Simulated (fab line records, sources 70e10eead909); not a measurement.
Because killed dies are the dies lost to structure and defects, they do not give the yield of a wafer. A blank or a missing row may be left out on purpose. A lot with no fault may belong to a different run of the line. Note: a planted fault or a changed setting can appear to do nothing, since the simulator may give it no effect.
Matching of chambers :: flow nand harc :: 4 sister chambers for NHARC_A_STAIRCASE_DESCUM_219 on rie diel-12
The step chemistry O2, time 3 s. 4 wafers are shown with their chamber, then 7 later ones without.

## EACH WAFER AND ITS CHAMBER
wafer: L085.5
chamber: 1
showerhead plenum p Torr (Torr): 1.88

wafer: L087.5
chamber: 2
showerhead plenum p Torr (Torr): 1.82

wafer: L090.1
chamber: 0
showerhead plenum p Torr (Torr): 2.01

wafer: L090.2
chamber: 3
showerhead plenum p Torr (Torr): 1.91

## WAFERS WITH NO CHAMBER GIVEN
wafer: L090.6
showerhead plenum p Torr (Torr): 1.88

wafer: L091.1
showerhead plenum p Torr (Torr): 1.88

wafer: L091.2
showerhead plenum p Torr (Torr): 1.82

wafer: L091.5
showerhead plenum p Torr (Torr): 1.82

wafer: L095.1
showerhead plenum p Torr (Torr): 1.90

wafer: L095.4
showerhead plenum p Torr (Torr): 1.82

wafer: L095.5
showerhead plenum p Torr (Torr): 2.00

## THE CHAMBER EACH PASSED THROUGH
wafer: L090.6
from the rows above: 1
in truth: 1

wafer: L091.1
from the rows above: 1
in truth: 1

wafer: L091.2
from the rows above: 2
in truth: 2

wafer: L091.5
from the rows above: 2
in truth: 2

wafer: L095.1
from the rows above: can't be placed: 3 or 1
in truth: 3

wafer: L095.4
from the rows above: 2
in truth: 2

wafer: L095.5
from the rows above: 0
in truth: 0
Correct placement for 6 of the 7. Unplaceable from these rows: 1, with the true chamber sitting among the candidates in 1. Number placed wrongly: 0.
How it was worked out, from the rows above alone: a wafer's distance from a chamber is the root of the sum, over the readings, of the square of ((its reading less the chamber's mean) divided by the reading's scatter). If the next closest chamber is less than 2 further off than the closest, the wafer can't be placed; otherwise it belongs to the closest. Each chamber's mean is taken over the wafers shown for it. The scatter (one wafer shown for each chamber): square how far every hidden wafer sits from the nearest shown wafer, average those squares and take the square root.
